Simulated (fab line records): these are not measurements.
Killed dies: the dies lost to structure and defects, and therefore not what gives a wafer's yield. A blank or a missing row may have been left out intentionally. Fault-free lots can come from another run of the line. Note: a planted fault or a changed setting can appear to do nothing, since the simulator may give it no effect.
Comparing a struck lot with a sound one | flow n5-finfet | 18 steps out of a route of 1938
Sound: wafers L744.2, L744.3, L744.5. Struck: wafers L757.1, L757.4, L757.6. The cause is named last.
For every step that has rows: the tool of each side, followed by ch and its chambers, followed by its first start. Under that, the readings that differ: sound wafers | struck wafers | difference of the means | sigmas: that difference in standard deviations of wafers without a fault.
alike: same words and numbers on both sides, and readings whose means sit less than 2 such deviations apart. not compared: any withheld reading, any reading some wafer has no value for, any bound like >300 that may hide the same value, and any number with overlapping values for which the record gives no deviation.
A row with sigmas, a row that says differs or no value, or rows on one side alone: a step with any of these is where the two part. Numbers that don't overlap but have no deviation are shown without sigmas and don't part them. Lack of a reading on every wafer of one side parts them only where that side has two or more wafers.

N5_PASSIVATION_STRIP_14: strips in O2.
  sound on rie-diel-04 ch 0,2,3, day 13 02:11; struck on rie-diel-01 ch 0,2,3, day 16 18:57
  alike: drypump-motor-current-A, oes-product-au, rf-vpp-V, showerhead-plenum-p-Torr, throttle-valve-pct
  not compared: rf-hours-counter-h
N5_PASSIVATION_ETCH_15: etches SiCN in CF4/N2, target depth 75 nm, time 81.2 s.
  sound on rie-diel-04 ch 0,2,3; struck on rie-diel-01 ch 0,2,3
  alike: drypump-motor-current-A, oes-product-au, rf-vpp-V, showerhead-plenum-p-Torr, throttle-valve-pct
  not compared: rf-hours-counter-h
then, 3 steps without rows for these wafers: N5_PASSIVATION_STRIP_73 (strips in post etch residue remover, time 60 s); N5_PASSIVATION_SRD_17 (time 30 s, dry time 30 s); N5_PASSIVATION_DEGAS_18 (time 60 s).
N5_PASSIVATION_PRE_CLEAN_19:
  sound: pvd-sputter-03 at day 13 04:05; struck: pvd-sputter-02 at day 16 19:40
  alike: heater-power-w
  not compared: susceptor-temp-C
N5_PASSIVATION_SPUTTER_20: material TaN, target thk 50 nm.
  sound: pvd-sputter-03 at day 13 04:08; struck: pvd-sputter-02 at day 16 19:42
  alike: chamber-pressure-pa, susceptor-temp-C, throttle-valve-pct
N5_PASSIVATION_AL_DEP_21: deposits Al, target thk 2800 nm, time 170 s.
  sound: pvd-sputter-03 at day 13 04:14; struck: pvd-sputter-02 at day 16 19:48
  alike: chamber-pressure-pa, susceptor-temp-C, throttle-valve-pct
then, 4 steps without rows for these wafers: N5_PASSIVATION_HMDS_23 (time 60 s); N5_PASSIVATION_COAT_24; N5_PASSIVATION_EBR_26; N5_PASSIVATION_SOFTBAKE_25 (time 90 s).
N5_PASSIVATION_EXPOSE_27: exposes mask PAD, defocus 0 nm.
  sound on krf-scanner-01 ch 0, day 13 04:32; struck on krf-scanner-02 ch 0, day 16 20:05
  reading              | sound                | struck               | difference | sigmas
  exposure-dose-mJ-cm2 | 32.256 32.253 32.305 | 33.525 33.524 33.507 | +1.247     | +45
  alike: mask, focus-offset-nm
then, 3 steps without rows for these wafers: N5_PASSIVATION_PEB_28; N5_PASSIVATION_DEVELOP_29 (develop time 60 s); N5_PASSIVATION_HARDBAKE_31 (time 120 s).
N5_PASSIVATION_CD_MEAS_30 targets a cd of 4000 nm.
  sound on cd-sem-03 ch 0, day 13 04:42; struck on cd-sem-03 ch 0, day 16 20:16
  reading    | sound                | struck               | difference | sigmas
  cd-nm (nm) | 4000.0 3998.0 4000.3 | 4006.3 4006.8 4006.3 | +7.0       | +5
N5_PASSIVATION_OVL_MEAS_63:
  sound on overlay-01 ch 0, day 13 04:44; struck on overlay-02 ch 0, day 16 20:18
  alike: PAD_OVL

WHERE THEY PART
Earliest at N5_PASSIVATION_EXPOSE_27; latest, in this record, at N5_PASSIVATION_CD_MEAS_30. Later steps at which nothing parts them and some readings are alike: N5_PASSIVATION_OVL_MEAS_63.

WHY: whatever the simulator had introduced
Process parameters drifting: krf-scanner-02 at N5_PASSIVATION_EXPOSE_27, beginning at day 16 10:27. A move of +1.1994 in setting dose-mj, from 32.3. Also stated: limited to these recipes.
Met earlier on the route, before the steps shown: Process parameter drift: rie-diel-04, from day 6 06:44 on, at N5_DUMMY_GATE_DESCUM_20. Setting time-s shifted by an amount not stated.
